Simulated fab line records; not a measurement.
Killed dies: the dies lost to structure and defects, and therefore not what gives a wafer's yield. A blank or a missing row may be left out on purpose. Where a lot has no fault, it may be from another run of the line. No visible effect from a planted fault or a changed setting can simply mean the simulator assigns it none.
Which tool was responsible? | flow nandHarc | Sampling: 12 lots, 36 wafers, 3 of 1302 route steps

## WHAT EACH GAUGE READ, for each wafer
NHARC_A_M0_CD_MEAS_09 targets a cd of 80 nm.
lot  | measured     | on       | cdNm (nm)
L076 | day 23 10:14 | cdSem-03 | 78.7 79.0 79.2
L077 | day 23 14:46 | cdSem-01 | 79.7 81.2 79.4
L080 | day 24 06:02 | cdSem-02 | 79.8 80.5 80.8
L084 | day 26 02:44 | cdSem-01 | 81.9 80.7 80.6
L083 | day 26 16:26 | cdSem-01 | 80.2 80.2 79.8
L085 | day 27 06:58 | cdSem-02 | 80.3 81.4 80.6
L088 | day 28 04:43 | cdSem-03 | 79.4 81.4 80.8
L087 | day 28 15:34 | cdSem-02 | 79.6 80.0 80.1
L090 | day 29 14:37 | cdSem-03 | 80.1 79.0 80.0
L094 | day 30 04:19 | cdSem-01 | 80.1 80.8 80.7
L097 | day 31 21:10 | cdSem-02 | 79.4 80.0 79.6
L095 | day 32 22:08 | cdSem-01 | 79.2 79.5 80.0

## TOOL THAT RAN EACH LOT (tool first, then ch and the chambers of the sampled wafers, then the start)
lot  | NHARC_A_CONTACT_ETCH_110          | NHARC_A_BLC_STRIP_21
L076 | rieDiel-01 ch 0,2,3, day 23 03:29 | rieDiel-03 ch 1,2,3, day 23 07:30
L077 | rieDiel-08 ch 0,2, day 23 08:00   | rieDiel-10 ch 0,3, day 23 12:03
L080 | rieDiel-01 ch 0,1,2, day 23 23:25 | rieDiel-10 ch 0,2,3, day 24 03:18
L084 | rieDiel-08 ch 0,2,3, day 25 19:52 | rieDiel-03 ch 0,2,3, day 26 00:06
L083 | rieDiel-08 ch 1,2,3, day 26 08:40 | rieDiel-10 ch 0,2,3, day 26 13:25
L085 | rieDiel-04 ch 0,1, day 26 23:45   | rieDiel-11 ch 0,2,3, day 27 03:50
L088 | rieDiel-04 ch 0,1,3, day 27 21:52 | rieDiel-10 ch 0,1,2, day 28 02:00
L087 | rieDiel-01 ch 0,2,3, day 28 08:55 | rieDiel-03 ch 1,2, day 28 12:48
L090 | rieDiel-04 ch 1,2,3, day 29 07:56 | rieDiel-11 ch 0,1,3, day 29 11:56
L094 | rieDiel-08 ch 0,2,3, day 29 21:53 | rieDiel-10 ch 0,2,3, day 30 01:44
L097 | rieDiel-04 ch 1,2,3, day 31 10:07 | rieDiel-03 ch 1,3, day 31 18:25
L095 | rieDiel-04 ch 0,3, day 32 06:17   | rieDiel-03 ch 0,2,3, day 32 19:20
- NHARC_A_CONTACT_ETCH_110: etches the open film in CF4/O2, target depth 60 nm, overetch 6 nm, time 33 s.
- NHARC_A_BLC_STRIP_21: strips in O2.

## THE ANSWER, worked out from the rows above alone
Rule: usual is defined by the lots themselves. Put in order of their means at a reading, lots are off if they are a third of the lots or fewer, leave a main group of 4 or more, and stand apart from it by a gap of 3 or more times the standard deviation of the main group's means; of several such gaps the widest counts. If all means in a main group match to the digits the tables above print for the reading, that group is not used. Also off: a lot with no number at a reading for which 4 or more lots have one. The other lots that the step has rows for count as sound.
No lot is off at any reading shown: from this, nothing can be told.

## WHAT THE SIMULATOR HAD INSERTED
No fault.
